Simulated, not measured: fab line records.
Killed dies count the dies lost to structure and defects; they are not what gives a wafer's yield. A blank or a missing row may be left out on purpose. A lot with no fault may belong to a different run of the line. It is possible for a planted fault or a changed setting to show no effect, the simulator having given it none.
fab line records | flow n5Finfet
record: lots: 3 wafers: 8 lastDay: 19
route steps=1938 shown BEOL_M4@1099 BEOL_M5@1112 BEOL_M8@1336 PASSIVATION@1936
lots that met no fault: taken from a fault-free run of the same line
startH: hours from the record's opening day to when the first of the lot's shown wafers began | waitH: hours since the lot's step before | " as in the row above | L1.1+2: a row that stands for several wafers | - value missing, or start not given | * or withheld: withheld | < > ~ a bound
route shown NAME@n: names a module that has steps shown in the file, with the first one's number in the route | usual: mean/standard deviation taken from wafers without a fault | same: alike in all rows | chamber/n: place in a boat | sites: each site's reading | _std_site: standard deviation of those values | _edge_site: inner sites' mean taken away from outer sites' mean | radiusMm: how far each site lies from the wafer's centre | mask NAME#n: copy n | behind: tool/chamber where the wafer was last shaped | hold: what put the lot on hold/how long, in hours/how the hold closed | device: transistor that didn't switch, given as n, p or np | end of line: tests of these same wafers at the route's end | a step given without rows: its recipe and nothing more | killed: not the wafer's yield, but the dies lost to structure and defects at the first sort | map: shows each die of a wafer: x if killed, . if not, _ if none is there
set.NAME: the setting that was run; set.NAME@STEP: the one run at that earlier step | model.NAME: the simulator's own value behind a step, which no gauge read
certain route steps with their lots: each step a table, each wafer a row
services: the hour from which a tool's chamber was out of use, counted from the record's first day as startH (under 0 if before that day), plus the number of hours and why
== steps ==
step: N5_BEOL_M4_ANNEAL_95
recipe: tempC: 400 timeS: 240 ambient: vacuum
step: N5_BEOL_M4_SPUTTER_96
recipe: material: Cu targetThkA: 45 tempC: -20 chamberPressurePa: 0.07 powerW: withheld timeS: 8.29
step: N5_BEOL_M4_ECD_50
recipe: material: Cu targetThkA: 3000
step: N5_BEOL_M4_ANNEAL_51
recipe: tempC: 225 timeS: 90 ambient: N2
step: N5_BEOL_M4_CMP_52
recipe: stopOn: SiOC tOverpolishS: 6.8 downForcePsi: 1 platenRpm: 50 clearingPlatenDownForcePsi: 1.5 clearingPlatenRpm: 50 postCmpClean: cuAlkaline targetThkNm: 40 clearingPlatenPadVelocityMS: 0.99484 padVelocityMS: 0.99484
step: N5_BEOL_M4_PRE_CLEAN_60
recipe: gas: NH3/H2 timeS: 15 tempC: * rfPowerW: 300
step: N5_BEOL_M4_CO_CAP_55
recipe: material: Co targetThkA: 20 tempC: 200 precursor: CCTBA/H2 pressureTorr: 30 timeS: 102.1
step: N5_BEOL_M4_PRE_CLEAN_56
recipe: gas: NH3 timeS: 15 tempC: withheld rfPowerW: 300
step: N5_BEOL_M4_DEP_57
recipe: material: SiCN targetThkA: 80 tempC: withheld precursor: 3MS/NH3 pressureTorr: 3 rfW: 202 timeS: 14
step: N5_BEOL_M4_RC_MEAS_101
usual: DIBL_N: 36.0/1.9 DIBL_P: 35.6/2.2 IOFF_N: 0.15/0.031 IOFF_P: 0.19/0.032 ION_N: 668/11 ION_P: 455/7.2 SS_N: 71.5/0.65 SS_P: 73.4/0.64 VT_N: 251/3.6 VT_P: -253/3.3
columns lot.wafer tool chamber startH waitH DIBL_N[mV/V] DIBL_P[mV/V] IOFF_N[nA/um] IOFF_P[nA/um] ION_N[uA/um] ION_P[uA/um] SS_N[mV/dec] SS_P[mV/dec] VT_N[mV] VT_P[mV]
L101.2 prober-01 0 216.05 0.2 37.1 35.6 0.17 0.21 679 466 71.8 73.8 248 -252
L101.3 " 0 " " 35.4 34.6 0.14 0.20 674 474 71.2 73.3 248 -248
L101.6 " 0 " " 39.3 39.2 0.23 0.27 700 469 72.6 74.6 246 -244
L114.1 prober-01 0 322.67 0.0 37.3 35.0 0.15 0.18 665 452 71.6 73.7 250 -254
L114.5 " 0 " " 38.5 37.1 0.17 0.22 677 462 71.7 73.7 247 -250
L118.1 prober-02 0 325.81 0.0 39.4 40.4 0.24 0.31 692 473 73.1 74.7 244 -243
L118.4 " 0 " " 37.2 36.9 0.18 0.23 681 465 72.0 73.5 248 -248
L118.5 " 0 " " 36.8 36.4 0.17 0.22 673 456 72.0 73.3 248 -249
step: N5_BEOL_M5_ILD_DEP_00
recipe: material: SiCOH_lowk targetThkA: 1406.4 tempC: 300 precursor: DEMS/porogen pressureTorr: 5 rfW: 500 timeS: 25.9
step: N5_BEOL_M5_CURE_79
recipe: tempC: 385 timeS: 240 ambient: He/Ar material: SiCOH_lowk
step: N5_BEOL_M5_PECVD_70
recipe: material: SiO2 targetThkA: 160 tempC: 400 precursor: TEOS/O2 pressureTorr: 5.5 rfW: 450 teosFlowSccm: 53.8 gas: O2 flowSccm: 3000 timeS: 18
step: N5_BEOL_M5_HM_DEP_02
recipe: material: TiN targetThkA: 200 tempC: 25 chamberPressurePa: 0.49996
step: N5_BEOL_M5_COAT_59
recipe: resist: SOC tempC: 250 timeS: 60 spinRpm: 1500 resistThkNm: 60
step: N5_BEOL_M5_COAT_60
recipe: resist: SiARC tempC: 220 timeS: 60 spinRpm: 1500 resistThkNm: 12
step: N5_BEOL_M5_COAT_71
recipe: resist: underlayer tempC: 205 timeS: 60 spinRpm: 1500 resistThkNm: 5
step: N5_BEOL_M5_COAT_05
recipe: resist: CAR-EUV spinRpm: 1500 resistThkNm: 30
step: N5_BEOL_M5_EBR_07
recipe: solvent: PGMEA ebrWidthMm: 1.5
step: N5_BEOL_M5_SOFTBAKE_06
recipe: tempC: 110 timeS: 60 resist: CAR-EUV
step: N5_BEOL_M5_EXPOSE_08
recipe: maskId: M5 na: 0.33 sourceShape: annular sigmaInner: 0.4 sigmaOuter: 0.8 polarization: unpolarized targetCdNm: 28 doseMj: 35.75
step: N5_BEOL_M5_PEB_09
recipe: pebTempC: 100 pebTimeS: 60 resist: CAR-EUV
step: N5_BEOL_M5_DEVELOP_10
recipe: developTimeS: 30 developer: TMAH resist: CAR-EUV rinseLiquid: surfactantRinse dry: airSpin devTempC: 23
step: N5_BEOL_M5_DESCUM_16
recipe: chemistry: O2 timeS: 7 sourcePowerW: 50 biasPowerW: 20 pressureMtorr: 20 rfFrequencyHz: 2.712e+07 tempC: 40 resist: CAR-EUV o2FlowSccm: 225
step: N5_BEOL_M5_ETCH_72
recipe: chemistry: N2/H2 target: underlayer targetDepthA: 65 maskMaterial: CAR-EUV timeS: 5.2 ionEnergyEv: 200 pressureMtorr: 30 sourceW: 840 biasW: 150 n2FlowSccm: 200 h2FlowSccm: 200 ends: cleared
step: N5_BEOL_M5_ETCH_61
recipe: chemistry: CF4 target: SiARC targetDepthA: 156 maskMaterial: CAR-EUV timeS: 26 ionEnergyEv: 80 pressureMtorr: 40 sourceW: 545 biasW: 36 Ar_flow_sccm: 100 cf4FlowSccm: 100 ends: cleared
step: N5_BEOL_M5_ETCH_62
recipe: chemistry: N2/H2 target: SOC targetDepthA: 750 overetchA: 150 maskMaterial: SiARC tempC: 40 timeS: 112.5 ionEnergyEv: 200 pressureMtorr: 30 sourceW: 840 biasW: 150 n2FlowSccm: 200 h2FlowSccm: 200
step: N5_BEOL_M5_STRIP_63
recipe: chemistry: N2/H2 tempC: 40 n2FlowSccm: 200 h2FlowSccm: 200 rfFrequencyHz: 6e+07
step: N5_BEOL_M5_STRIP_73
recipe: chemistry: N2/H2 tempC: 40 n2FlowSccm: 200 h2FlowSccm: 200 rfFrequencyHz: 6e+07
step: N5_BEOL_M5_STRIP_64
recipe: chemistry: CF4 resist: SiARC powerW: 300 biasPowerW: 75 pressureMtorr: 50 cf4FlowSccm: 150 rfFrequencyHz: 6e+07
step: N5_BEOL_M5_HM_OPEN_17
recipe: chemistry: Cl2/BCl3 targetDepthA: 200 overetchA: 60 target: TiN maskMaterial: SOC ionEnergyEv: 150 pressureMtorr: 10 icpW: 1000 biasW: 126 Cl2_flow_sccm: 53.25 bcl3FlowSccm: 21.75 Ar_flow_sccm: 25
step: N5_BEOL_M5_STRIP_19
recipe: chemistry: O2 powerW: 400 tempC: 40 pressureMtorr: 30 rfFrequencyHz: 6e+07 biasPowerW: 0 overashFraction: 0.2 o2FlowSccm: 225
step: N5_BEOL_M5_COAT_65
recipe: resist: SOC tempC: 250 timeS: 60 spinRpm: 1500 resistThkNm: 60
step: N5_BEOL_M5_COAT_66
recipe: resist: SiARC tempC: 220 timeS: 60 spinRpm: 1500 resistThkNm: 12
step: N5_BEOL_M8_HM_DEP_02
recipe: material: TiN targetThkA: 200 tempC: 25 chamberPressurePa: 0.49996
usual: substrateTempC: 25.00/0.12 throttleValvePct: 29.8/0.8
columns lot.wafer tool chamber startH waitH substrateTempC throttleValvePct model.TiN_of_BEOL_M8_HM_DEP_02.thkNm
L101.2 pvdSputter-01 - 248.71 1.3 25.01 28.0 20.4
L101.3 " - " " 25.03 31.2 20.2
L101.6 " - " " 25.07 29.9 20.2
L114.1 pvdSputter-01 - 357.55 2.8 24.97 31.2 20.2
L114.5 " - " " 24.90 30.2 28.6
L118.1 pvdSputter-02 - 363.02 0.5 25.06 30.0 20
L118.4 " - " " 25.00 29.9 20
L118.5 " - " " 25.06 29.6 19.8
step: N5_BEOL_M8_HM_OPEN_17
recipe: chemistry: Cl2/BCl3 targetDepthA: 200 overetchA: 60 target: TiN maskMaterial: SOC ionEnergyEv: 150 pressureMtorr: 10 icpW: 1000 biasW: 126 Cl2_flow_sccm: 53.25 bcl3FlowSccm: 21.75 Ar_flow_sccm: 25
usual: drypumpMotorCurrentA: 5.7/0.57 oesProductAu: 0.67/0.052 throttleValvePct: 22.07/0.17
columns lot.wafer tool chamber startH waitH drypumpMotorCurrentA oesProductAu rfHoursCounterH throttleValvePct model.etch.depthNm
L101.2 rieMetal-01 1 249.59 0.0 5.0 0.67 48 21.96 20.49
L101.3 " 1 " " 5.0 0.66 - 21.98 20.25
L101.6 " 0 " " 5.5 0.67 - 22.11 20.22
L114.1 rieMetal-02 1 358.48 0.0 5.5 0.59 82 22.45 20.28
L114.5 " 0 " " 6.4 0.87 - 21.76 26.28
L118.1 rieMetal-01 0 363.85 0.0 5.5 0.63 53 22.16 19.94
L118.4 " 0 " " 5.6 0.63 - 22.16 19.95
L118.5 " 1 " " 5.0 0.63 - 22.02 19.81
step: N5_BEOL_M8_TRENCH_ETCH_37
recipe: chemistry: C4F6/O2 targetDepthA: 934.78 target: SiCOH_lowk timeS: 31.2 ionEnergyEv: 250 pressureMtorr: 30 sourceW: 345 biasW: 185 Ar_flow_sccm: 300 C4F6_flow_sccm: 10 O2_flow_sccm: 10
usual: O2_flow_sccm: 10.001/0.029 drypumpMotorCurrentA: 5.6/0.35 oesProductAu: 0.82/0.081 rfVppV: 664/16 showerheadPlenumPTorr: 2.91/0.065 throttleValvePct: 20.69/0.27
columns lot.wafer tool chamber startH waitH O2_flow_sccm drypumpMotorCurrentA oesProductAu rfHoursCounterH rfVppV showerheadPlenumPTorr throttleValvePct model.TiN_of_BEOL_M8_HM_DEP_02.thkNm
L101.2 rieDiel-01 3 - - 10.053 5.2 0.86 55 643 2.90 20.72 17.8
L101.3 " 0 " " 9.986 5.9 0.85 47 667 3.03 20.59 17.6
L101.6 " 1 " " 10.002 5.3 0.70 - 666 2.93 21.13 17.6
L114.1 rieDiel-01 3 - - 9.998 5.3 0.82 93 643 2.88 20.79 17.6
L114.5 " 3 " " 9.981 5.3 0.82 - 643 2.88 20.78 25.8
L118.1 rieDiel-04 2 - - 10.016 5.9 0.96 3 671 2.81 20.70 17.2
L118.4 " 0 " " 9.999 6.1 0.84 - 675 2.87 20.46 17.2
L118.5 " 3 " " 9.965 5.5 0.81 - 700 2.89 20.58 17
step: N5_BEOL_M8_OCD_MEAS_38
usual: trenchDepthNm: 93.4/1.8
columns lot.wafer tool chamber startH waitH trenchDepthNm
L101.2 ocd-01 - 252.07 - 95.6
L101.3 " - " " 92.7
L101.6 " - " " 90.7
L114.1 ocd-02 - 359.85 - 95.8
L114.5 " - " " 56.1
L118.1 ocd-01 - 367.74 - 94.4
L118.4 " - " " 94.1
L118.5 " - " " 94.2
step: N5_PASSIVATION_PROBE_49
usual: defectLimitedYield: 91.3/1.4 killed_at_M0_to_M3: 34/10 killed_at_M4_up: 14/5.5 killedAtContacts: 12/6 killedAtFrontEnd: 40/10 killedAtOther: 3.0/2.4 killedDies: 103/17 killedOnRim: 13/4.3 killedOpen: 68/13 killedShort: 34/7.8 sort_bin_5_function: 5.1/0.97 sort_bin_6_memory: 3.3/0.66 sortNPass: 1077/17 sortYieldPct: 91.2/1.4
same: grossDies: 1180 killedAtBackSide: 0 sort_bin_4_leakage[%]: 0 sort_bin_8_speed[%]: 0
columns lot.wafer tool chamber startH waitH defectLimitedYield[%] killed_at_M0_to_M3 killed_at_M4_up killedAtContacts killedAtFrontEnd killedAtOther killedDies killedOnRim killedOpen killedShort sort_bin_5_function[%] sort_bin_6_memory[%] sortNPass sortYieldPct[%]
L101.2 prober-01 - 315.71 0.1 90.0 37 9 19 50 3 118 26 77 39 5.7 4.0 1062 90.0
L101.3 prober-01 - 315.76 0.1 89.8 44 28 2 42 4 120 13 75 45 6.0 3.9 1060 89.8
L101.6 prober-01 - 315.91 0.3 92.0 35 14 20 23 2 94 6 62 29 5.2 2.6 1086 92.0
L114.1 prober-02 - 434.67 0.0 91.4 21 20 13 37 10 101 15 59 41 5.5 2.5 1079 91.4
L114.5 prober-02 - 434.87 0.2 56.4 31 444 11 26 2 514 57 44 41 40.4 2.5 666 56.4
L118.1 prober-01 - 450.28 0.0 91.6 32 12 11 38 6 99 8 62 32 4.3 3.8 1081 91.6
L118.4 prober-01 - 450.43 0.2 93.0 20 16 5 33 9 83 9 52 30 3.8 3.1 1097 93.0
L118.5 prober-01 - 450.48 0.2 91.8 32 10 20 30 5 97 15 69 26 5.2 2.9 1083 91.8
killed by level:class
L101.2 MOL_CONTACT_COAG:geometricParticle:open=13 STI_FIN_REVEAL:geometricParticle:open=12 FIN_SAQP:geometricParticle:open=8 BEOL_M1:geometricParticle:open=8 FIN_SAQP:geometricParticle:short=6 DUMMY_GATE:geometricParticle:open=5 GATE_CUT:geometricParticle:short=5 BEOL_M3:geometricParticle:open=5
L101.3 BEOL_M4:geometricParticle:open=14 BEOL_M1:geometricParticle:open=13 STI_FIN_REVEAL:geometricParticle:open=10 BEOL_M0_SAQP:geometricParticle:short=9 FIN_SAQP:geometricParticle:short=8 GATE_CUT:geometricParticle:short=6 BEOL_M3:geometricParticle:short=6 BEOL_M5:geometricParticle:open=6
L101.6 MOL_CONTACT_COAG:geometricParticle:open=16 BEOL_M0:geometricParticle:open=8 BEOL_M2:geometricParticle:open=6 FIN_SAQP:geometricParticle:short=5 BEOL_M0_SAQP:geometricParticle:short=5 FIN_SAQP:geometricParticle:open=4 BEOL_M5:geometricParticle:open=4 BEOL_M1:geometricParticle:open=4
L114.1 FIN_SAQP:geometricParticle:short=12 MOL_CONTACT_COAG:geometricParticle:open=10 BEOL_M3:geometricParticle:open=8 GATE_CUT:geometricParticle:short=7 BEOL_M4:geometricParticle:open=6 FIN_SAQP:geometricParticle:open=5 BEOL_M3:geometricParticle:short=3 STI_FIN_REVEAL:geometricParticle:open=3
L114.5 BEOL_M8:areaOpen=427 BEOL_M0_SAQP:geometricParticle:short=12 MOL_CONTACT_COAG:geometricParticle:open=7 GATE_CUT:geometricParticle:short=6 BEOL_M2:geometricParticle:open=6 BEOL_M4:geometricParticle:short=5 FIN_SAQP:geometricParticle:short=4 GATE_CUT:geometricParticle:open=4
L118.1 MOL_CONTACT_COAG:geometricParticle:open=10 BEOL_M0_SAQP:geometricParticle:open=9 FIN_SAQP:geometricParticle:short=8 STI_FIN_REVEAL:geometricParticle:open=6 FIN_SAQP:geometricParticle:open=5 DUMMY_GATE:geometricParticle:open=5 BEOL_M0_SAQP:geometricParticle:short=5 BEOL_M3:geometricParticle:short=4
L118.4 FIN_SAQP:geometricParticle:short=9 FIN_SAQP:geometricParticle:open=6 BEOL_M5:geometricParticle:open=6 BEOL_M2:geometricParticle:open=5 BEOL_M4:geometricParticle:open=5 DUMMY_GATE:geometricParticle:short=4 MOL_CONTACT_COAG:geometricParticle:open=4 BEOL_M0_SAQP:geometricParticle:open=4
L118.5 MOL_CONTACT_COAG:geometricParticle:open=15 BEOL_M3:geometricParticle:open=10 FIN_SAQP:geometricParticle:short=7 BEOL_M0_SAQP:geometricParticle:open=7 BEOL_M2:geometricParticle:open=6 FIN_SAQP:geometricParticle:open=5 ILD0:geometricParticle:open=5 MOL_CONTACT_COAG:geometricParticle:short=5
map L114.5 (x killed, . not)
_________________x......xxx.x________________
______________x.x.x..x.x........_____________
___________x........x...x...xxxx..x__________
__________..x...x.........x.xxx.x.x._________
________..x....x....x....x.x..x...xxxx_______
_______.x....xx..xx....x..x.xx..x.xxxx.______
______....x....xxx.x...xx.xxx.x..xxxx.x._____
_____x.x.x.xxx.....xxx.xxxxxxxx.xx...xxx.____
____x....x..x.x..x.xx..xx..x...x.......xx.___
___.xx..x.x...xxxx..x.xx.xx.x...xx..xx.xxx.__
___xxx....x..x......x.xx.....x.........xxx.__
__.x.xxx......xxx..xx.x.x...x..x....x..x...x_
__...xxx.x...x..xxxxx.xxx.x..xx......x..x..._
_...x..xxxxxx..x.x.xxx..xx....xx..x.xx..x.x..
_..xxx..xx.......x.xx.xx....x...xx..xx.......
_.x.x.xx..x...xx.xxxxxxxxxxx.x.xxxxx...x.....
_..x..........xx.xxxxxxx.xxxxxxxxxxx.........
_....x.x.....x.x.xxxxxxxxxx.xxxx.xxx.xx......
_x..x.x....x.xxxxxxxxxxxxxx.xxxxxxxxx.......x
_...x.x..x..x.x..xxxxxxxxx.xxxxxxxxxx....x..x
_..x.....xx.x.xx.xxxx.xx.xx.xxxx...x.x.....x.
__.xx.............x.xx.x..x.x.xx..x.x.xxxx.._
__.x......x...x.x....x....xxxxxxxxxx..xxxxx._
___x.xx..x......x.xxxx....x.x.xxxxxxxxxxx..__
___......xxx.xx...x.........xxx.xxxx..x...x__
____.x.xx.x..xxx........xx...xxxx.x..xxx.x___
_____x.xx.x.xxxx...........xx..xxxxx..xxx____
______x.x.xxxxx.............x..xx.xxx.xx_____
_______xx..x.xxx............xxx.x..xxxx______
________xx.x..x.......x...xx.x.xx.xx.._______
__________xx....x.....x...x...x.x..x_________
___________..x.x....x..............__________
______________....x...x.....x..._____________
_________________....x......x________________
map L101.3 (x killed, . not)
_________________....x.......________________
______________....x.x....x......_____________
___________........................__________
__________..............x..........x_________
________....................x.....x..._______
_______.....x....x....x...x...........x______
______.............x.x......x......x...._____
_____....................................____
____.....................x................___
___.....x............x........x............__
___...........xx....x.x.........x..........__
__.......x...x.....x...x.........x.........x_
__.......x..........x....x.....x.....x......_
_xx................xx..x.xx..x...xx..........
_..................x.....x.....x...x..x......
_......xx.......x...........................x
_.x....x......x...........x.............xxx.x
_............x.............x....x...........x
_............................................
_................x...xx..x...................
_.......x....x..x........x...x.xx............
__.xx......xx.x..x....x......x.x.x.....x...._
__........x.......x..x......x..............._
___.................x.......x......x.......__
___...........x........x...................__
____....................x...............x.___
_____..........x.........xx..............____
______....x..x.......x.......x........x._____
_______....x.....x..x...........x......______
________.....x........................_______
__________..x.........x............._________
___________............x...x.......__________
______________...x.............._____________
_________________x...........________________
== services ==
columns tool chamber startH hours kind
rieDiel-01 - 252.18 2.8 pm
rieMetal-02 - 259.01 1.1 repair
rieMetal-02 1 266.96 4.9 repair
rieMetal-02 0 284.47 3.0 repair
rieMetal-02 1 307.00 6.2 repair
rieDiel-01 1 310.65 - clean
rieDiel-01 1 310.65 - consumableReplace:focusRing
rieDiel-01 1 310.65 29.0 scheduledDown
rieDiel-01 1 310.65 29.0 ventCycle
rieDiel-04 2 335.54 - clean
rieDiel-04 2 335.54 - consumableReplace:focusRing
rieDiel-04 2 335.54 23.7 scheduledDown
rieDiel-04 2 335.54 23.7 ventCycle
rieDiel-04 1 338.83 3.5 repair
pvdSputter-01 - 344.74 1.6 repair
pvdSputter-02 - 351.20 11.7 repair
rieDiel-01 0 354.91 5.7 repair
rieDiel-04 1 359.22 - clean
rieDiel-04 1 359.22 - consumableReplace:focusRing
rieDiel-04 1 359.22 19.2 scheduledDown
rieDiel-04 1 359.22 19.2 ventCycle
== key ==
firstSign: step: N5_BEOL_M8_HM_OPEN_17 reading: oesProductAu direction: up sigmas: 3.9 usual: 0.67 struck: 0.87
effect: step: N5_BEOL_M8_OCD_MEAS_38 reading: trenchDepthNm direction: down sigmas: 20 usual: 93.4 struck: 56.1
effect: step: N5_PASSIVATION_PROBE_49 reading: killed_at_M4_up direction: up sigmas: 78 usual: 14 struck: 444
modelEffect: step: N5_BEOL_M8_HM_DEP_02 value: TiN_of_BEOL_M8_HM_DEP_02.thkNm without: 20.6 struck: 28.6
modelEffect: step: N5_BEOL_M8_HM_OPEN_17 value: etch.depthNm without: 20.57 struck: 26.28
modelEffect: step: N5_BEOL_M8_TRENCH_ETCH_37 value: TiN_of_BEOL_M8_HM_DEP_02.thkNm without: 17.8 struck: 25.8
moreKillsBornAt: N5_BEOL_M8_HM_OPEN_17@rieMetal-02: 427
metAt N5_BEOL_M8_HM_DEP_02
struckWafers L114.5
onsetBetween 248.71 357.55
fault: kind: processParameterDrift tool: pvdSputter-01 chamber: - onsetH: 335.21 steps: N5_BEOL_M8_HM_DEP_02 channel: targetThkA offset: * shape: step endH: 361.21 scope: struckWafersOnly actsIn: * stated: *
